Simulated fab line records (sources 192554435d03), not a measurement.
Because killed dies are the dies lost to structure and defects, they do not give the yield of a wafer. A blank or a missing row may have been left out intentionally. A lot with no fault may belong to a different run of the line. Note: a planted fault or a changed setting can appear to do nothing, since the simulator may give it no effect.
Struck lot and sound lot, side by side ; flow n5-finfet ; 39 steps out of a route of 1938
Sound: these wafers, L552.2, L552.4, L552.6. Struck: wafer L567.2. (L567.4 of the same lot was not struck and is left out.) The cause comes at the end.
For every step that has rows: the tool of each side, followed by ch and its chambers, followed by its first start. Under that, the readings that differ: sound wafers ; struck wafers ; difference of the means ; sigmas: that difference in standard deviations of wafers without a fault.
alike: words and numbers the same on both sides, and readings whose means are apart by under 2 such deviations; not compared: readings that were withheld, readings missing a value for some wafer, numbers with overlapping values and no deviation given by the record, and bounds like >300 which may hide the same value.
A row with sigmas, a row that says differs or no value, or rows on one side alone: a step with any of these is where the two part. When numbers do not overlap yet have no deviation, they are printed without sigmas and do not part them. Lack of a reading on every wafer of one side parts them only where that side has two or more wafers.

first, 9 steps without rows for these wafers: N5_FIN_CUT_COAT_02 (resist thk 30 nm); N5_FIN_CUT_EBR_04; N5_FIN_CUT_SOFTBAKE_03 (time 60 s); N5_FIN_CUT_EXPOSE_05 (exposes mask FIN CUT); N5_FIN_CUT_PEB_06 (peb time 60 s); N5_FIN_CUT_DEVELOP_07 (develop time 30 s); N5_FIN_CUT_DESCUM_13 (chemistry O2, time 7 s); N5_FIN_CUT_ETCH_30 (etches underlayer in N2/H2, target depth 13 nm, time 10.4 s); N5_FIN_CUT_ETCH_20 (etches SiARC in CF4, target depth 26 nm, time 43.3 s).
N5_FIN_CUT_ETCH_21: etches SOC in N2/H2, target depth 219 nm, overetch 43.8 nm, time 523.5 s.
  sound on rie-diel-01 ch 0,3, day 2 08:40; struck on rie-diel-01 ch 1, day 6 05:19
reading;sound;struck;difference;sigmas
model.etch.depth-nm (nm);229.9 230.5 230.5;220.4;-9.9;
model.SiARC_of_FIN_CUT_COAT_19.thk-nm (nm);12 11.4 11.4;13.2;+1.6;
model.FIN_CUT.cd-offset-nm (nm);0 -0.4 -0.4;-0.6;-0.3;
  alike: bias-w, drypump-motor-current-A, oes-product-au, rf-vpp-V, showerhead-plenum-p-Torr, throttle-valve-pct
  not compared: rf-hours-counter-h
then, 7 steps without rows for these wafers: N5_FIN_CUT_STRIP_23 (strips in N2/H2); N5_FIN_CUT_STRIP_31 (strips in N2/H2); N5_FIN_CUT_STRIP_24 (strips in CF4); N5_FIN_CUT_CUT_ETCH_26 (etches SiNx in CH3F/O2, target depth 39 nm, time 55.7 s); N5_FIN_CUT_CUT_ETCH_27 (etches SiO2 in CHF3/O2, target depth 4 nm, overetch 2 nm, time 4.9 s); N5_FIN_CUT_PRECLEAN_35 (cleans in vHF, time 13.3 s); N5_FIN_CUT_CUT_ETCH_15 (etches Si in HBr/Cl2/O2, target depth 100 nm, bt time 10 s, time 42.4 s).
N5_FIN_CUT_CUT_ETCH_28: etches Si in HBr/Cl2/O2, target depth 6 nm, time 2.4 s.
  sound on rie-si-05 ch 1,2,3, day 2 09:15; struck on rie-si-05 ch 2, day 6 05:55
reading;sound;struck;difference;sigmas
model.FIN_CUT.cd-offset-nm (nm);0.2 -0.2 -0.2;-0.4;-0.3;
  alike: drypump-motor-current-A, oes-product-au, throttle-valve-pct
  not compared: bias-w, rf-hours-counter-h
then, 19 steps without rows for these wafers: N5_FIN_CUT_STRIP_22 (strips in N2/H2); N5_FIN_CUT_PRECLEAN_36 (cleans in O3/DIW, time 60 s); N5_FIN_CUT_SRD_32 (time 30 s); N5_FIN_CUT_UV_OZONE_34 (time 120 s); N5_STI_FIN_REVEAL_ALD_00 (deposits SiO2, target thk 1 nm, pulse time 1 s); N5_STI_FIN_REVEAL_ALD_14 (deposits Si3N4, target thk 3 nm); N5_STI_FIN_REVEAL_FCVD_FILL_01 (material SiO2 flowable, target thk 312 nm, time 512.2 s); N5_STI_FIN_REVEAL_DENSIFY_02 (time 1800 s); N5_STI_FIN_REVEAL_CMP_04 (polishes, stops on Si3N4, t overpolish 4 s, target thk 131.83 nm); N5_STI_FIN_REVEAL_DENSIFY_30; N5_STI_FIN_REVEAL_ETCHBACK_08 (etches SiO2 in C4F6/O2, target depth 30.5 nm, time 10.167 s); N5_STI_FIN_REVEAL_STRIP_24 (strips in N2/H2, time 90 s); N5_STI_FIN_REVEAL_PRECLEAN_25 (cleans in SPM, time 90 s); N5_STI_FIN_REVEAL_PRECLEAN_26 (cleans in SC1, time 45 s); N5_STI_FIN_REVEAL_PRECLEAN_29 (cleans in DHF, time 30 s); N5_STI_FIN_REVEAL_SRD_12 (time 30 s); N5_STI_FIN_REVEAL_RECESS_09 (chemistry HF/NH3, target SiO2, afs cycles 11, target depth 42.5 nm, sublimation time 60 s); N5_STI_FIN_REVEAL_STRIP_16 (strips SiNx in H3PO4, target depth 23.8 nm); N5_STI_FIN_REVEAL_PRECLEAN_17 (cleans in NF3:NH3, afs cycles 1, time 20 s, sublimation time 60 s).
N5_BEOL_M4_RC_MEAS_101:
  the record has rows for the sound wafers here (prober-01 ch 0, day 7 20:33) and none for the struck ones
-- record jumps: 11 days separate the struck wafers' starts on either side; left off in module BEOL_M4, taken up again in module PASSIVATION, whose first shown step is the route's number 1936 --
N5_PASSIVATION_PROBE_49:
  struck on prober-01, day 17 07:51; sound on prober-02, day 12 23:08
reading;sound;struck;difference;sigmas
defect-limited-yield (%);88.4 91.6 89.5;15.4;-74.4;-44
killed-at-front-end;41 26 47;924;+886;+68
killed-dies;137 99 124;998;+878;+44
killed-on-rim;16 12 17;92;+77;+18
sort_bin_5_function (%);7.2 5.5 5.7;81.1;+75.0;+68
sort-n-pass;1043 1081 1056;182;-878;-44
sort-yield-pct (%);88.4 91.6 89.5;15.4;-74.4;-44
  alike: killed_at_M0_to_M3, killed_at_M4_up, killed-at-contacts, killed-at-other, killed-open, killed-short, sort_bin_6_memory

WHERE THEY PART
At N5_BEOL_M4_RC_MEAS_101 first; at N5_PASSIVATION_PROBE_49 last (within this record only).

WHY: what had been put in by the simulator
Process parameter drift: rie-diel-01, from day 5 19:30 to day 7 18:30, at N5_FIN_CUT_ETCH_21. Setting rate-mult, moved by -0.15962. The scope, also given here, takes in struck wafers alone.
